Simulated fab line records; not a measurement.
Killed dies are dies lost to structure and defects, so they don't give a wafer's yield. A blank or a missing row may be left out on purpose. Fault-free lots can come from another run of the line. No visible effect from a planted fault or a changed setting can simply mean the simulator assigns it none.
fab line records :: flow n5-finfet :: part 2 of 2: steps 26 to 35 of 35
record:
  lots: 5
  wafers: 15
  last-day: 14
route steps=1938 shown BEOL_M0@725 BEOL_M1@751
lots that met no fault: taken from a fault-free run of the same line
start-h: the number of hours between the record's first day and the start of the first shown wafer of the lot :: wait-h: time in hours since the lot's previous step :: " unchanged from the row above :: L1.1+2: one row covering several wafers at once :: - either no value or no given start :: * or withheld: withheld :: < > ~ a bound
route shown NAME@n: NAME is a module with steps in the file, n the number in the route of the first one :: usual: mean/standard deviation taken from wafers without a fault :: same: alike in all rows :: chamber/n: place in a boat :: sites: readings site by site :: _std_site: standard deviation across them :: _edge_site: the outer-site mean with the inner-site mean subtracted :: radius-mm: for every site, how far away it sits from the centre of the wafer :: mask NAME#n: copy n :: behind: the most recent tool/chamber to have shaped the wafer :: hold: why the lot was held/for how many hours/how that ended :: device: the transistor (n, p or np) that didn't switch :: end of line: tests run on the same wafers once the route is complete :: where a step has no rows: the recipe by itself :: killed: at the first sort, the dies lost to defects and structure; wafer yield is something else :: map: per-die view of a wafer (x killed, . not killed, _ where there is no die)
set.NAME: the setting as run; set.NAME@STEP: as run at that earlier step :: model.NAME: the simulator's own value behind a step, which no gauge read
lots at selected steps of the route; one table per step, one row per wafer
services: when a tool's chamber went out of use (start-h, in hours from the record's first day, below 0 if earlier), for how many hours, and the reason
== steps ==
step: N5_BEOL_M1_ILD_DEP_00
recipe:
  material: SiOC
  target-thk-a: 790
  temp-c: 350
  precursor: DEMS/O2
  pressure-torr: 5
  rf-w: 500
  time-s: 15.3
usual:
  heater-power-w: 487/44
  showerhead-plenum-p-Torr: 5.696/0.013
  throttle-valve-pct: 12.3/0.9
lot.wafer: L078.2
tool: pecvd-04
chamber: 0
start-h: 139.89
wait-h: 0.0
heater-power-w: 465
showerhead-plenum-p-Torr: 5.690
throttle-valve-pct: 11.9

lot.wafer: L078.4
tool: pecvd-04
chamber: 1
start-h: 139.89
wait-h: 0.0
heater-power-w: 495
showerhead-plenum-p-Torr: 5.698
throttle-valve-pct: 14.0

lot.wafer: L078.6
tool: pecvd-04
chamber: 0
start-h: 139.89
wait-h: 0.0
heater-power-w: 467
showerhead-plenum-p-Torr: 5.695
throttle-valve-pct: 12.1

lot.wafer: L080.1
tool: pecvd-01
chamber: 1
start-h: 154.39
wait-h: 0.0
heater-power-w: 461
showerhead-plenum-p-Torr: 5.680
throttle-valve-pct: 13.1

lot.wafer: L080.3
tool: pecvd-01
chamber: 0
start-h: 154.39
wait-h: 0.0
heater-power-w: 457
showerhead-plenum-p-Torr: 5.697
throttle-valve-pct: 11.7

lot.wafer: L080.6
tool: pecvd-01
chamber: 2
start-h: 154.39
wait-h: 0.0
heater-power-w: 464
showerhead-plenum-p-Torr: 5.678
throttle-valve-pct: 10.9

lot.wafer: L082.2
tool: pecvd-03
chamber: 2
start-h: 165.83
wait-h: 0.0
heater-power-w: 478
showerhead-plenum-p-Torr: 5.702
throttle-valve-pct: 11.5

lot.wafer: L082.3
tool: pecvd-03
chamber: 0
start-h: 165.83
wait-h: 0.0
heater-power-w: 575
showerhead-plenum-p-Torr: 5.730
throttle-valve-pct: 12.7

lot.wafer: L082.5
tool: pecvd-03
chamber: 2
start-h: 165.83
wait-h: 0.0
heater-power-w: 480
showerhead-plenum-p-Torr: 5.705
throttle-valve-pct: 11.4

lot.wafer: L084.4
tool: pecvd-04
chamber: 1
start-h: 184.72
wait-h: 0.1
heater-power-w: 439
showerhead-plenum-p-Torr: 5.700
throttle-valve-pct: 13.9

lot.wafer: L084.5
tool: pecvd-04
chamber: 0
start-h: 184.72
wait-h: 0.1
heater-power-w: 456
showerhead-plenum-p-Torr: 5.691
throttle-valve-pct: 11.9

lot.wafer: L084.6
tool: pecvd-04
chamber: 2
start-h: 184.72
wait-h: 0.1
heater-power-w: 459
showerhead-plenum-p-Torr: 5.696
throttle-valve-pct: 11.7

lot.wafer: L087.3
tool: pecvd-01
chamber: 1
start-h: 196.70
wait-h: 0.0
heater-power-w: 533
showerhead-plenum-p-Torr: 5.695
throttle-valve-pct: 13.0

lot.wafer: L087.4
tool: pecvd-01
chamber: 2
start-h: 196.70
wait-h: 0.0
heater-power-w: 478
showerhead-plenum-p-Torr: 5.671
throttle-valve-pct: 10.6

lot.wafer: L087.6
tool: pecvd-01
chamber: 1
start-h: 196.70
wait-h: 0.0
heater-power-w: 537
showerhead-plenum-p-Torr: 5.675
throttle-valve-pct: 12.9
step: N5_BEOL_M1_THK_MEAS_01
recipe:
  reads: SiOC_of_BEOL_M1_ILD_DEP_00
usual:
  M1_ILD_THK: 78.5/0.95
lot.wafer: L078.2
tool: film-metro-02
chamber: -
start-h: 139.96
wait-h: 0.1
M1_ILD_THK[nm]: 78.0

lot.wafer: L078.4
tool: film-metro-02
chamber: -
start-h: 139.96
wait-h: 0.1
M1_ILD_THK[nm]: 79.2

lot.wafer: L078.6
tool: film-metro-02
chamber: -
start-h: 139.96
wait-h: 0.1
M1_ILD_THK[nm]: 78.5

lot.wafer: L080.1
tool: film-metro-01
chamber: -
start-h: 154.45
wait-h: 0.0
M1_ILD_THK[nm]: 78.6

lot.wafer: L080.3
tool: film-metro-01
chamber: -
start-h: 154.45
wait-h: 0.0
M1_ILD_THK[nm]: 78.1

lot.wafer: L080.6
tool: film-metro-01
chamber: -
start-h: 154.45
wait-h: 0.0
M1_ILD_THK[nm]: 78.8

lot.wafer: L082.2
tool: film-metro-01
chamber: -
start-h: 165.90
wait-h: 0.1
M1_ILD_THK[nm]: 77.9

lot.wafer: L082.3
tool: film-metro-01
chamber: -
start-h: 165.90
wait-h: 0.1
M1_ILD_THK[nm]: 78.6

lot.wafer: L082.5
tool: film-metro-01
chamber: -
start-h: 165.90
wait-h: 0.1
M1_ILD_THK[nm]: 79.4

lot.wafer: L084.4
tool: film-metro-01
chamber: -
start-h: 184.77
wait-h: 0.0
M1_ILD_THK[nm]: 79.1

lot.wafer: L084.5
tool: film-metro-01
chamber: -
start-h: 184.77
wait-h: 0.0
M1_ILD_THK[nm]: 80.0

lot.wafer: L084.6
tool: film-metro-01
chamber: -
start-h: 184.77
wait-h: 0.0
M1_ILD_THK[nm]: 80.6

lot.wafer: L087.3
tool: film-metro-02
chamber: -
start-h: 196.77
wait-h: 0.1
M1_ILD_THK[nm]: 78.0

lot.wafer: L087.4
tool: film-metro-02
chamber: -
start-h: 196.77
wait-h: 0.1
M1_ILD_THK[nm]: 79.2

lot.wafer: L087.6
tool: film-metro-02
chamber: -
start-h: 196.77
wait-h: 0.1
M1_ILD_THK[nm]: 79.3
step: N5_BEOL_M1_PECVD_72
recipe:
  material: SiO2
  target-thk-a: 160
  temp-c: 400
  precursor: TEOS/O2
  pressure-torr: 5.5
  rf-w: 450
  teos-flow-sccm: 53.8
  gas: O2
  flow-sccm: 3000
  time-s: 18
usual:
  heater-power-w: 716/57
  showerhead-plenum-p-Torr: 8.80/0.053
  throttle-valve-pct: 23.1/1.5
lot.wafer: L078.2
tool: pecvd-03
chamber: 0
start-h: 140.00
wait-h: 0.0
heater-power-w: 700
showerhead-plenum-p-Torr: 8.90
throttle-valve-pct: 23.6

lot.wafer: L078.4
tool: pecvd-03
chamber: 0
start-h: 140.00
wait-h: 0.0
heater-power-w: 708
showerhead-plenum-p-Torr: 8.91
throttle-valve-pct: 24.0

lot.wafer: L078.6
tool: pecvd-03
chamber: 2
start-h: 140.00
wait-h: 0.0
heater-power-w: 615
showerhead-plenum-p-Torr: 8.80
throttle-valve-pct: 21.5

lot.wafer: L080.1
tool: pecvd-04
chamber: 0
start-h: 154.49
wait-h: 0.0
heater-power-w: 630
showerhead-plenum-p-Torr: 8.76
throttle-valve-pct: 22.2

lot.wafer: L080.3
tool: pecvd-04
chamber: 2
start-h: 154.49
wait-h: 0.0
heater-power-w: 700
showerhead-plenum-p-Torr: 8.75
throttle-valve-pct: 22.0

lot.wafer: L080.6
tool: pecvd-04
chamber: 0
start-h: 154.49
wait-h: 0.0
heater-power-w: 634
showerhead-plenum-p-Torr: 8.77
throttle-valve-pct: 22.3

lot.wafer: L082.2
tool: pecvd-04
chamber: 0
start-h: 165.93
wait-h: 0.0
heater-power-w: 669
showerhead-plenum-p-Torr: 8.75
throttle-valve-pct: 22.0

lot.wafer: L082.3
tool: pecvd-04
chamber: 1
start-h: 165.93
wait-h: 0.0
heater-power-w: 758
showerhead-plenum-p-Torr: 8.77
throttle-valve-pct: 25.7

lot.wafer: L082.5
tool: pecvd-04
chamber: 2
start-h: 165.93
wait-h: 0.0
heater-power-w: 778
showerhead-plenum-p-Torr: 8.80
throttle-valve-pct: 21.7

lot.wafer: L084.4
tool: pecvd-03
chamber: 2
start-h: 184.83
wait-h: 0.1
heater-power-w: 651
showerhead-plenum-p-Torr: 8.82
throttle-valve-pct: 21.5

lot.wafer: L084.5
tool: pecvd-03
chamber: 1
start-h: 184.83
wait-h: 0.1
heater-power-w: 687
showerhead-plenum-p-Torr: 8.82
throttle-valve-pct: 23.8

lot.wafer: L084.6
tool: pecvd-03
chamber: 0
start-h: 184.83
wait-h: 0.1
heater-power-w: 683
showerhead-plenum-p-Torr: 8.93
throttle-valve-pct: 23.9

lot.wafer: L087.3
tool: pecvd-04
chamber: 2
start-h: 196.80
wait-h: 0.0
heater-power-w: 712
showerhead-plenum-p-Torr: 8.80
throttle-valve-pct: 22.1

lot.wafer: L087.4
tool: pecvd-04
chamber: 2
start-h: 196.80
wait-h: 0.0
heater-power-w: 725
showerhead-plenum-p-Torr: 8.79
throttle-valve-pct: 22.1

lot.wafer: L087.6
tool: pecvd-04
chamber: 1
start-h: 196.80
wait-h: 0.0
heater-power-w: 723
showerhead-plenum-p-Torr: 8.75
throttle-valve-pct: 25.9
step: N5_BEOL_M1_HM_DEP_02
recipe:
  material: TiN
  target-thk-a: 200
  temp-c: 25
  chamber-pressure-pa: 0.49996
usual:
  throttle-valve-pct: 30.1/0.66
lot.wafer: L078.2
tool: pvd-sputter-03
chamber: -
start-h: 141.04
wait-h: 1.0
throttle-valve-pct: 29.7

lot.wafer: L078.4
tool: pvd-sputter-03
chamber: -
start-h: 141.04
wait-h: 1.0
throttle-valve-pct: 29.3

lot.wafer: L078.6
tool: pvd-sputter-03
chamber: -
start-h: 141.04
wait-h: 1.0
throttle-valve-pct: 29.8

lot.wafer: L080.1
tool: pvd-sputter-01
chamber: -
start-h: 157.53
wait-h: 3.0
throttle-valve-pct: 30.3

lot.wafer: L080.3
tool: pvd-sputter-01
chamber: -
start-h: 157.53
wait-h: 3.0
throttle-valve-pct: 30.5

lot.wafer: L080.6
tool: pvd-sputter-01
chamber: -
start-h: 157.53
wait-h: 3.0
throttle-valve-pct: 29.6

lot.wafer: L082.2
tool: pvd-sputter-02
chamber: -
start-h: 168.60
wait-h: 2.6
throttle-valve-pct: 30.9

lot.wafer: L082.3
tool: pvd-sputter-02
chamber: -
start-h: 168.60
wait-h: 2.6
throttle-valve-pct: 31.1

lot.wafer: L082.5
tool: pvd-sputter-02
chamber: -
start-h: 168.60
wait-h: 2.6
throttle-valve-pct: 29.2

lot.wafer: L084.4
tool: pvd-sputter-01
chamber: -
start-h: 185.04
wait-h: 0.2
throttle-valve-pct: 30.3

lot.wafer: L084.5
tool: pvd-sputter-01
chamber: -
start-h: 185.04
wait-h: 0.2
throttle-valve-pct: 30.0

lot.wafer: L084.6
tool: pvd-sputter-01
chamber: -
start-h: 185.04
wait-h: 0.2
throttle-valve-pct: 29.6

lot.wafer: L087.3
tool: pvd-sputter-01
chamber: -
start-h: 197.91
wait-h: 1.1
throttle-valve-pct: 30.1

lot.wafer: L087.4
tool: pvd-sputter-01
chamber: -
start-h: 197.91
wait-h: 1.1
throttle-valve-pct: 30.0

lot.wafer: L087.6
tool: pvd-sputter-01
chamber: -
start-h: 197.91
wait-h: 1.1
throttle-valve-pct: 30.3
step: N5_BEOL_M1_COAT_61
recipe:
  resist: SOC
  temp-c: 250
  time-s: 60
  spin-rpm: 1500
  resist-thk-nm: 60
usual:
  dispense-pressure-kPa: 48.0/2.7
lot.wafer: L078.2
tool: litho-track-01
chamber: 0
start-h: 141.18
wait-h: 0.1
dispense-pressure-kPa: 45.1

lot.wafer: L078.4
tool: litho-track-01
chamber: 0
start-h: 141.18
wait-h: 0.1
dispense-pressure-kPa: 45.1

lot.wafer: L078.6
tool: litho-track-01
chamber: 0
start-h: 141.18
wait-h: 0.1
dispense-pressure-kPa: 45.1

lot.wafer: L080.1
tool: litho-track-01
chamber: 0
start-h: 157.66
wait-h: 0.1
dispense-pressure-kPa: 45.1

lot.wafer: L080.3
tool: litho-track-01
chamber: 0
start-h: 157.66
wait-h: 0.1
dispense-pressure-kPa: 45.1

lot.wafer: L080.6
tool: litho-track-01
chamber: 0
start-h: 157.66
wait-h: 0.1
dispense-pressure-kPa: 45.1

lot.wafer: L082.2
tool: litho-track-01
chamber: 0
start-h: 168.74
wait-h: 0.1
dispense-pressure-kPa: 45.1

lot.wafer: L082.3
tool: litho-track-01
chamber: 0
start-h: 168.74
wait-h: 0.1
dispense-pressure-kPa: 45.2

lot.wafer: L082.5
tool: litho-track-01
chamber: 0
start-h: 168.74
wait-h: 0.1
dispense-pressure-kPa: 45.1

lot.wafer: L084.4
tool: litho-track-02
chamber: 0
start-h: 185.17
wait-h: 0.1
dispense-pressure-kPa: 50.3

lot.wafer: L084.5
tool: litho-track-02
chamber: 0
start-h: 185.17
wait-h: 0.1
dispense-pressure-kPa: 50.3

lot.wafer: L084.6
tool: litho-track-02
chamber: 0
start-h: 185.17
wait-h: 0.1
dispense-pressure-kPa: 50.4

lot.wafer: L087.3
tool: litho-track-02
chamber: 0
start-h: 198.04
wait-h: 0.1
dispense-pressure-kPa: 50.4

lot.wafer: L087.4
tool: litho-track-02
chamber: 0
start-h: 198.04
wait-h: 0.1
dispense-pressure-kPa: 50.3

lot.wafer: L087.6
tool: litho-track-02
chamber: 0
start-h: 198.04
wait-h: 0.1
dispense-pressure-kPa: 50.4
step: N5_BEOL_M1_COAT_62
recipe:
  resist: SiARC
  temp-c: 220
  time-s: 60
  spin-rpm: 1500
  resist-thk-nm: 12
usual:
  dispense-pressure-kPa: 48.0/2.6
lot.wafer: L078.2
tool: litho-track-01
chamber: 0
start-h: -
wait-h: -
dispense-pressure-kPa: 45.2

lot.wafer: L078.4
tool: litho-track-01
chamber: 0
start-h: -
wait-h: -
dispense-pressure-kPa: 45.2

lot.wafer: L078.6
tool: litho-track-01
chamber: 0
start-h: -
wait-h: -
dispense-pressure-kPa: 45.2

lot.wafer: L080.1
tool: litho-track-01
chamber: 0
start-h: -
wait-h: -
dispense-pressure-kPa: 45.2

lot.wafer: L080.3
tool: litho-track-01
chamber: 0
start-h: -
wait-h: -
dispense-pressure-kPa: 45.2

lot.wafer: L080.6
tool: litho-track-01
chamber: 0
start-h: -
wait-h: -
dispense-pressure-kPa: 45.2

lot.wafer: L082.2
tool: litho-track-01
chamber: 0
start-h: -
wait-h: -
dispense-pressure-kPa: 45.2

lot.wafer: L082.3
tool: litho-track-01
chamber: 0
start-h: -
wait-h: -
dispense-pressure-kPa: 45.2

lot.wafer: L082.5
tool: litho-track-01
chamber: 0
start-h: -
wait-h: -
dispense-pressure-kPa: 45.2

lot.wafer: L084.4
tool: litho-track-02
chamber: 0
start-h: -
wait-h: -
dispense-pressure-kPa: 50.2

lot.wafer: L084.5
tool: litho-track-02
chamber: 0
start-h: -
wait-h: -
dispense-pressure-kPa: 50.2

lot.wafer: L084.6
tool: litho-track-02
chamber: 0
start-h: -
wait-h: -
dispense-pressure-kPa: 50.2

lot.wafer: L087.3
tool: litho-track-02
chamber: 0
start-h: -
wait-h: -
dispense-pressure-kPa: 50.2

lot.wafer: L087.4
tool: litho-track-02
chamber: 0
start-h: -
wait-h: -
dispense-pressure-kPa: 50.2

lot.wafer: L087.6
tool: litho-track-02
chamber: 0
start-h: -
wait-h: -
dispense-pressure-kPa: 50.2
step: N5_BEOL_M1_COAT_73
recipe:
  resist: underlayer
  temp-c: 205
  time-s: 60
  spin-rpm: 1500
  resist-thk-nm: 5
usual:
  dispense-pressure-kPa: 48.0/2.6
lot.wafer: L078.2
tool: litho-track-01
chamber: 0
start-h: -
wait-h: -
dispense-pressure-kPa: 45.2

lot.wafer: L078.4
tool: litho-track-01
chamber: 0
start-h: -
wait-h: -
dispense-pressure-kPa: 45.1

lot.wafer: L078.6
tool: litho-track-01
chamber: 0
start-h: -
wait-h: -
dispense-pressure-kPa: 45.1

lot.wafer: L080.1
tool: litho-track-01
chamber: 0
start-h: -
wait-h: -
dispense-pressure-kPa: 45.1

lot.wafer: L080.3
tool: litho-track-01
chamber: 0
start-h: -
wait-h: -
dispense-pressure-kPa: 45.1

lot.wafer: L080.6
tool: litho-track-01
chamber: 0
start-h: -
wait-h: -
dispense-pressure-kPa: 45.2

lot.wafer: L082.2
tool: litho-track-01
chamber: 0
start-h: -
wait-h: -
dispense-pressure-kPa: 45.2

lot.wafer: L082.3
tool: litho-track-01
chamber: 0
start-h: -
wait-h: -
dispense-pressure-kPa: 45.1

lot.wafer: L082.5
tool: litho-track-01
chamber: 0
start-h: -
wait-h: -
dispense-pressure-kPa: 45.1

lot.wafer: L084.4
tool: litho-track-02
chamber: 0
start-h: -
wait-h: -
dispense-pressure-kPa: 50.2

lot.wafer: L084.5
tool: litho-track-02
chamber: 0
start-h: -
wait-h: -
dispense-pressure-kPa: 50.2

lot.wafer: L084.6
tool: litho-track-02
chamber: 0
start-h: -
wait-h: -
dispense-pressure-kPa: 50.2

lot.wafer: L087.3
tool: litho-track-02
chamber: 0
start-h: -
wait-h: -
dispense-pressure-kPa: 50.2

lot.wafer: L087.4
tool: litho-track-02
chamber: 0
start-h: -
wait-h: -
dispense-pressure-kPa: 50.2

lot.wafer: L087.6
tool: litho-track-02
chamber: 0
start-h: -
wait-h: -
dispense-pressure-kPa: 50.2
step: N5_BEOL_M1_COAT_05
recipe:
  resist: CAR-EUV
  spin-rpm: 1500
  resist-thk-nm: 30
usual:
  dispense-pressure-kPa: 48.0/2.6
lot.wafer: L078.2
tool: litho-track-01
chamber: 0
start-h: -
wait-h: -
dispense-pressure-kPa: 45.2

lot.wafer: L078.4
tool: litho-track-01
chamber: 0
start-h: -
wait-h: -
dispense-pressure-kPa: 45.2

lot.wafer: L078.6
tool: litho-track-01
chamber: 0
start-h: -
wait-h: -
dispense-pressure-kPa: 45.2

lot.wafer: L080.1
tool: litho-track-01
chamber: 0
start-h: -
wait-h: -
dispense-pressure-kPa: 45.2

lot.wafer: L080.3
tool: litho-track-01
chamber: 0
start-h: -
wait-h: -
dispense-pressure-kPa: 45.2

lot.wafer: L080.6
tool: litho-track-01
chamber: 0
start-h: -
wait-h: -
dispense-pressure-kPa: 45.2

lot.wafer: L082.2
tool: litho-track-01
chamber: 0
start-h: -
wait-h: -
dispense-pressure-kPa: 45.2

lot.wafer: L082.3
tool: litho-track-01
chamber: 0
start-h: -
wait-h: -
dispense-pressure-kPa: 45.2

lot.wafer: L082.5
tool: litho-track-01
chamber: 0
start-h: -
wait-h: -
dispense-pressure-kPa: 45.2

lot.wafer: L084.4
tool: litho-track-02
chamber: 0
start-h: -
wait-h: -
dispense-pressure-kPa: 50.2

lot.wafer: L084.5
tool: litho-track-02
chamber: 0
start-h: -
wait-h: -
dispense-pressure-kPa: 50.2

lot.wafer: L084.6
tool: litho-track-02
chamber: 0
start-h: -
wait-h: -
dispense-pressure-kPa: 50.2

lot.wafer: L087.3
tool: litho-track-02
chamber: 0
start-h: -
wait-h: -
dispense-pressure-kPa: 50.2

lot.wafer: L087.4
tool: litho-track-02
chamber: 0
start-h: -
wait-h: -
dispense-pressure-kPa: 50.2

lot.wafer: L087.6
tool: litho-track-02
chamber: 0
start-h: -
wait-h: -
dispense-pressure-kPa: 50.2
step: N5_BEOL_M1_EBR_07
recipe:
  solvent: PGMEA
  ebr-width-mm: 1.5
lot.wafer: L078.2+4+6
tool: litho-track-01
chamber: 0
start-h: -
wait-h: -

lot.wafer: L080.1+3+6
tool: litho-track-01
chamber: 0
start-h: -
wait-h: -

lot.wafer: L082.2+3+5
tool: litho-track-01
chamber: 0
start-h: -
wait-h: -

lot.wafer: L084.4+5+6
tool: litho-track-02
chamber: 0
start-h: -
wait-h: -

lot.wafer: L087.3+4+6
tool: litho-track-02
chamber: 0
start-h: -
wait-h: -
step: N5_BEOL_M1_SOFTBAKE_06
recipe:
  temp-c: 110
  time-s: 60
  resist: CAR-EUV
lot.wafer: L078.2+4+6
tool: litho-track-01
chamber: 0
start-h: -
wait-h: -

lot.wafer: L080.1+3+6
tool: litho-track-01
chamber: 0
start-h: -
wait-h: -

lot.wafer: L082.2+3+5
tool: litho-track-01
chamber: 0
start-h: -
wait-h: -

lot.wafer: L084.4+5+6
tool: litho-track-02
chamber: 0
start-h: -
wait-h: -

lot.wafer: L087.3+4+6
tool: litho-track-02
chamber: 0
start-h: -
wait-h: -
== services ==
tool: rie-diel-01
chamber: 3
start-h: 130.35
hours: 4.5
kind: repair

tool: pecvd-04
chamber: -
start-h: 130.72
hours: 0.6
kind: repair

tool: ald-metal-04
chamber: -
start-h: 130.95
hours: 8.7
kind: pm

tool: ald-metal-03
chamber: 2
start-h: 131.81
hours: 1.9
kind: repair

tool: cvd-co-01
chamber: 1
start-h: 131.89
hours: -
kind: clean

tool: cvd-co-01
chamber: 1
start-h: 131.89
hours: 22.0
kind: scheduled-down

tool: cvd-co-01
chamber: 1
start-h: 131.89
hours: 22.0
kind: vent-cycle

tool: wet-bench-05
chamber: -
start-h: 132.77
hours: 1.7
kind: repair

tool: pecvd-04
chamber: 0
start-h: 134.53
hours: 2.1
kind: scheduled-down

tool: pecvd-02
chamber: -
start-h: 136.68
hours: 2.8
kind: pm

tool: rie-diel-02
chamber: 3
start-h: 148.32
hours: -
kind: clean

tool: rie-diel-02
chamber: 3
start-h: 148.32
hours: -
kind: consumable-replace:focus-ring

tool: rie-diel-02
chamber: 3
start-h: 148.32
hours: 21.2
kind: scheduled-down

tool: rie-diel-02
chamber: 3
start-h: 148.32
hours: 21.2
kind: vent-cycle

tool: rie-diel-01
chamber: -
start-h: 148.96
hours: 0.1
kind: repair

tool: pvd-sputter-02
chamber: -
start-h: 153.89
hours: 1.6
kind: repair

tool: rie-diel-02
chamber: 1
start-h: 158.46
hours: 5.5
kind: repair

tool: cmp-01
chamber: -
start-h: 159.94
hours: 1.0
kind: repair

tool: ald-metal-01
chamber: 0
start-h: 164.19
hours: 25.1
kind: repair

tool: litho-track-01
chamber: -
start-h: 168.75
hours: -
kind: consumable-replace:filter

tool: cmp-04
chamber: -
start-h: 192.99
hours: 4.0
kind: pm

tool: pecvd-03
chamber: -
start-h: 196.97
hours: 0.5
kind: repair

tool: cmp-04
chamber: -
start-h: 196.99
hours: -
kind: consumable-replace:conditioner

tool: cmp-04
chamber: -
start-h: 196.99
hours: -
kind: consumable-replace:pad
